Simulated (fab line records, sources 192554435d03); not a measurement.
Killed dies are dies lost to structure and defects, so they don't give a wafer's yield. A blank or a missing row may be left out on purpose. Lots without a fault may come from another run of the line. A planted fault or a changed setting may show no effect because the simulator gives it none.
Chamber matching | flow n5_finfet | N5_ZERO_LAYER_DESCUM_16 on rie_diel-04: 4 sister chambers
The step chemistry O2, time 7.9 s. 4 wafers are shown with their chamber, then 8 later ones without.

WAFERS WITH THEIR CHAMBER
wafer  | chamber | drypump_motor_current_A (A)
L088.1 | 1       | 6.1
L090.1 | 3       | 5.8
L090.3 | 2       | 5.7
L092.1 | 0       | 5.5

WAFERS WITHOUT THEIR CHAMBER
wafer  | drypump_motor_current_A (A)
L092.2 | 5.7
L092.4 | 5.8
L093.1 | 5.6
L093.3 | 5.7
L093.4 | 5.8
L095.3 | 5.8
L095.4 | 5.7
L095.6 | 5.6

WHICH CHAMBER EACH WENT THROUGH
wafer  | from the rows above     | in truth
L092.2 | 2                       | 2
L092.4 | 3                       | 3
L093.1 | can't be placed: 0 or 2 | 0
L093.3 | 2                       | 2
L093.4 | 3                       | 3
L095.3 | 3                       | 3
L095.4 | 2                       | 2
L095.6 | can't be placed: 0 or 2 | 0
Placed correctly: 6 of 8. Can't be placed from these rows: 2 (the true chamber is among the candidates in 2). Placed wrongly: 0.
How it was worked out, from the rows above alone: a wafer's distance from a chamber is the root of the sum, over the readings, of the square of ((its reading less the chamber's mean) divided by the reading's scatter). The wafer belongs to the nearest chamber; if the next one is less than 2 further off, it can't be placed. A chamber's mean is the mean of its shown wafers. The scatter: with one shown wafer a chamber, the root of the mean of the squares of how far each hidden wafer lies from its nearest shown one.
